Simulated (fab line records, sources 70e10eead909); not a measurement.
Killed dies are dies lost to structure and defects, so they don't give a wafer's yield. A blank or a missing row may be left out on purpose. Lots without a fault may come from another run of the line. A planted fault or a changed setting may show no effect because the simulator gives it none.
A struck lot beside a sound one | flow nand_harc | 16 steps out of a route of 1302
Sound: wafers L628.2, L628.3, L628.6. Struck: wafers L642.3, L642.5, L642.6. The cause comes at the end.
At each step with rows: each side's tool, then ch and its chambers, then its first start. Under that, the readings that differ: sound wafers | struck wafers | difference of the means | sigmas: that difference in standard deviations of wafers without a fault.
alike: readings whose means differ by less than 2 such deviations, and words and numbers that are the same on both sides. not compared: withheld readings, readings that some wafer has no value for, bounds like >300 that may hide the same value, and numbers for which the record gives no deviation and whose values overlap.
The two part at a step that has a row with sigmas, a row that says differs or no value, or rows on one side only. Numbers that don't overlap but have no deviation are shown without sigmas and don't part them. A reading that every wafer of one side lacks parts them only if that side has two wafers or more.

first, 8 steps without rows for these wafers: NHARC_A_SLIT_DEHYDRATE_01 (time 120 s); NHARC_A_SLIT_HMDS_02 (time 30 s); NHARC_A_SLIT_COAT_03 (resist thk 90 nm); NHARC_A_SLIT_SOFTBAKE_04 (time 55 s); NHARC_A_SLIT_EBR_05; NHARC_A_SLIT_EXPOSE_06 (exposes mask SLIT); NHARC_A_SLIT_PEB_07 (peb time 65 s); NHARC_A_SLIT_DEVELOP_08 (develop time 35 s).
NHARC_A_SLIT_CD_MEAS_09: target cd 300 nm.
  sound on cd_sem-02 ch 0, day 21 12:55; struck on cd_sem-02 ch 0, day 27 19:58
  reading    | sound             | struck            | difference | sigmas
  cd_nm (nm) | 300.6 300.5 300.1 | 299.2 299.0 299.8 | -1.1       | -2
NHARC_A_SLIT_OVL_MEAS_10:
  sound on overlay-01, day 21 13:00; struck on overlay-01, day 27 20:03
  alike: overlay_x_nm, overlay_y_nm
NHARC_A_SLIT_INSPECT_11:
  sound on defect_inspect-01, day 21 13:02; struck on defect_inspect-02, day 27 20:05
  alike: raw_defect_count
NHARC_A_SLIT_DESCUM_14: chemistry O2, time 3 s.
  sound on rie_diel-09 ch 1,2,3, day 21 13:06; struck on rie_diel-07 ch 2,3, day 27 20:08
  alike: drypump_motor_current_A, oes_product_au, rf_vpp_V, showerhead_plenum_p_Torr, throttle_valve_pct
  not compared: rf_hours_counter_h
NHARC_A_SLIT_ETCH_24: etches the open film in CF4/CHF3, target depth 121 nm, time 60.5 s.
  sound on rie_diel-09 ch 1,2,3, day 21 13:11; struck on rie_diel-07 ch 2,3, day 27 20:14
  reading                        | sound                   | struck            | difference | sigmas
  oes_product_au (a.u.)          | 0.989 0.969 0.968       | 1.202 1.201 1.194 | +0.224     | +13
  rf_fwd_power_W (W)             | 494.8 496.4 498.1       | 696.3 696.0 693.4 | +198.8     | +99 or more
  model.A_SLIT.cd_offset_nm (nm) | 0.2755 -0.03111 -0.7758 | 1.018 2.068 1.615 | +1.744     |
  alike: chf3_flow_sccm, drypump_motor_current_A, rf_vpp_V, showerhead_plenum_p_Torr, throttle_valve_pct
  not compared: rf_hours_counter_h
NHARC_A_SLIT_ETCH_15: etches the open film in O2/COS, target depth 6200 nm, time 1612 s.
  sound on rie_diel-09 ch 1,2; struck on rie_diel-07 ch 1,2
  reading                        | sound                  | struck             | difference | sigmas
  model.A_SLIT.cd_offset_nm (nm) | -0.07578 -0.579 -1.323 | 0.6417 2.449 1.432 | +2.1668    |
  alike: drypump_motor_current_A, oes_product_au, rf_fwd_power_W, rf_vpp_V, showerhead_plenum_p_Torr, throttle_valve_pct
  not compared: rf_hours_counter_h
NHARC_A_SLIT_ETCH_17: etches the open film in C4F8/O2/Ar, time 4254.5 s, target depth 20300 nm.
  sound on har_etch-01 ch 0, day 21 15:27; struck on har_etch-01 ch 1, day 27 23:49
  alike: drypump_motor_current_A, showerhead_plenum_p_Torr, throttle_valve_pct
  not compared: rf_hours_counter_h
-- the record jumps here: 5 days lie between the struck wafers' starts before and after (it left off in module A_SLIT and takes up again in module END, whose first step shown is number 1302 of the route) --
NHARC_END_SORT_01:
  the record has rows for the struck wafers here (prober-01 ch 0, day 32 22:01) and none for the sound ones

WHERE THEY PART
First at NHARC_A_SLIT_CD_MEAS_09; last, within this record, at NHARC_END_SORT_01.

WHY: what the simulator had put in
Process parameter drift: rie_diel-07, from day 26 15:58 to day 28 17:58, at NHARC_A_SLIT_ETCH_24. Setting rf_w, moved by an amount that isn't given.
